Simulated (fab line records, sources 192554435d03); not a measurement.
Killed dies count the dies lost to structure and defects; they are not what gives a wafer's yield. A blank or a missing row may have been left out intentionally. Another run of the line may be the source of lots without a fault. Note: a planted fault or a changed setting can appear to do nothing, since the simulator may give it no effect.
Which tool was responsible? | flow n5-finfet | Sampling: 24 lots, 72 wafers, 2 of 1938 route steps

## WHAT THE GAUGES SHOWED, per wafer
N5_MOL_CONTACT_COAG_CD_MEAS_08 targets a cd of 28 nm.
lot  | measured     | on        | cd-nm (nm)
L074 | day 4 15:43  | cd-sem-01 | 27.9 27.9 28.5
L075 | day 5 02:21  | cd-sem-03 | 27.8 28.4 28.6
L076 | day 5 04:05  | cd-sem-02 | 28.3 28.2 27.9
L077 | day 5 14:47  | cd-sem-03 | 28.1 27.6 27.7
L078 | day 5 15:46  | cd-sem-01 | 28.4 28.5 28.3
L079 | day 6 01:08  | cd-sem-02 | 28.3 28.3 27.9
L080 | day 6 02:42  | cd-sem-02 | 28.2 27.4 28.0
L081 | day 6 09:10  | cd-sem-02 | 28.1 28.6 28.1
L082 | day 6 18:45  | cd-sem-02 | 28.2 28.0 28.1
L083 | day 6 22:17  | cd-sem-03 | 28.1 27.8 28.3
L084 | day 7 08:04  | cd-sem-01 | 28.1 27.9 27.7
L085 | day 7 09:56  | cd-sem-01 | 28.0 28.0 28.1
L086 | day 7 18:43  | cd-sem-03 | 27.7 27.0 27.3
L087 | day 8 01:23  | cd-sem-02 | 28.2 28.2 28.0
L088 | day 8 03:50  | cd-sem-02 | 28.3 28.5 28.6
L089 | day 8 12:10  | cd-sem-03 | 28.3 27.9 28.3
L090 | day 8 13:37  | cd-sem-01 | 28.3 28.1 28.8
L091 | day 8 21:56  | cd-sem-02 | 28.7 28.6 28.3
L092 | day 9 09:01  | cd-sem-03 | 28.1 28.3 27.9
L093 | day 9 10:04  | cd-sem-03 | 27.8 27.9 27.8
L094 | day 9 15:21  | cd-sem-02 | 28.1 28.2 28.2
L095 | day 10 00:37 | cd-sem-01 | 27.7 27.8 27.7
L096 | day 10 05:24 | cd-sem-01 | 28.4 28.4 27.9
L097 | day 10 09:59 | cd-sem-03 | 27.8 28.1 27.7

## EACH LOT AND THE TOOL THAT RAN IT (in order: tool; ch and the chambers of the sampled wafers; start)
lot  | N5_GATE_CUT_VAPOR_ETCH_51
L074 | rie-metal-02 ch 0,1, day 4 12:37
L075 | rie-metal-03 ch 0,1, day 4 22:31
L076 | rie-metal-01 ch 1, day 5 00:51
L077 | rie-metal-01 ch 0,1, day 5 11:31
L078 | rie-metal-03 ch 0,1, day 5 12:14
L079 | rie-metal-02 ch 1, day 5 20:29
L080 | rie-metal-01 ch 0,1, day 5 23:39
L081 | rie-metal-03 ch 0,1, day 6 06:08
L082 | rie-metal-02 ch 0,1, day 6 15:43
L083 | rie-metal-01 ch 0,1, day 6 19:15
L084 | rie-metal-02 ch 0,1, day 7 04:55
L085 | rie-metal-02 ch 1, day 7 06:53
L086 | rie-metal-01 ch 0,1, day 7 15:34
L087 | rie-metal-03 ch 0,1, day 7 22:22
L088 | rie-metal-02 ch 0,1, day 8 00:41
L089 | rie-metal-03 ch 0,1, day 8 08:53
L090 | rie-metal-01 ch 0,1, day 8 10:35
L091 | rie-metal-02 ch 0,1, day 8 18:33
L092 | rie-metal-02 ch 1, day 9 05:52
L093 | rie-metal-02 ch 0,1, day 9 06:49
L094 | rie-metal-01 ch 0,1, day 9 11:59
L095 | rie-metal-02 ch 0,1, day 9 21:13
L096 | rie-metal-03 ch 0,1, day 10 02:14
L097 | rie-metal-01 ch 0,1, day 10 06:50
- N5_GATE_CUT_VAPOR_ETCH_51: etches HfO2 in BCl3/Cl2.

## AS READ BY THE TOOLS THEMSELVES (means over the sampled wafers that have a number; for cases with no such wafer, the mark the record gives instead)
N5_GATE_CUT_VAPOR_ETCH_51.
lot  | tool         | drypump-motor-current-A (A) | oes-product-au (a.u.)
L074 | rie-metal-02 | 5.3                         | 0.62
L075 | rie-metal-03 | 6.0                         | 0.92
L076 | rie-metal-01 | 5.9                         | 0.91
L077 | rie-metal-01 | 5.7                         | 0.70
L078 | rie-metal-03 | 6.0                         | 0.90
L079 | rie-metal-02 | 4.7                         | 0.67
L080 | rie-metal-01 | 5.7                         | 0.80
L081 | rie-metal-03 | 6.0                         | 0.80
L082 | rie-metal-02 | 5.3                         | 0.85
L083 | rie-metal-01 | 5.8                         | 0.78
L084 | rie-metal-02 | 5.0                         | 0.75
L085 | rie-metal-02 | 4.7                         | 0.66
L086 | rie-metal-01 | 5.7                         | 0.78
L087 | rie-metal-03 | 6.0                         | 0.87
L088 | rie-metal-02 | 5.0                         | 0.74
L089 | rie-metal-03 | 6.0                         | 0.78
L090 | rie-metal-01 | 5.7                         | 0.94
L091 | rie-metal-02 | 5.3                         | 0.82
L092 | rie-metal-02 | 4.7                         | 0.64
L093 | rie-metal-02 | 5.0                         | 0.74
L094 | rie-metal-01 | 5.8                         | 0.89
L095 | rie-metal-02 | 5.3                         | 0.81
L096 | rie-metal-03 | 6.0                         | 0.77
L097 | rie-metal-01 | 5.7                         | 0.89

## THE ANSWER, worked out from the rows above alone
Rule: usual is defined by the lots themselves. The widest of any qualifying gaps counts: lots, ordered by their means at a reading, are off when they make up no more than a third of the lots, leave a main group of 4 or more, and stand apart from it by 3 or more times the standard deviation of that group's means. A main group is skipped when, at the precision printed for the reading in the tables above, its means are all equal. A lot without any number at a reading at which 4 lots or more have one is off too. Any other lot the step has rows for is counted as sound. Order of review: gauges by route order, followed by the tools' own readings, for which a lot's mean as printed above is used. At the first step where some lot is off, the reading lying furthest off is the one used; lots without a number count as furthest.
No lot is off on any of the readings shown, so nothing can be concluded from this.

## WHAT THE SIMULATOR PUT IN
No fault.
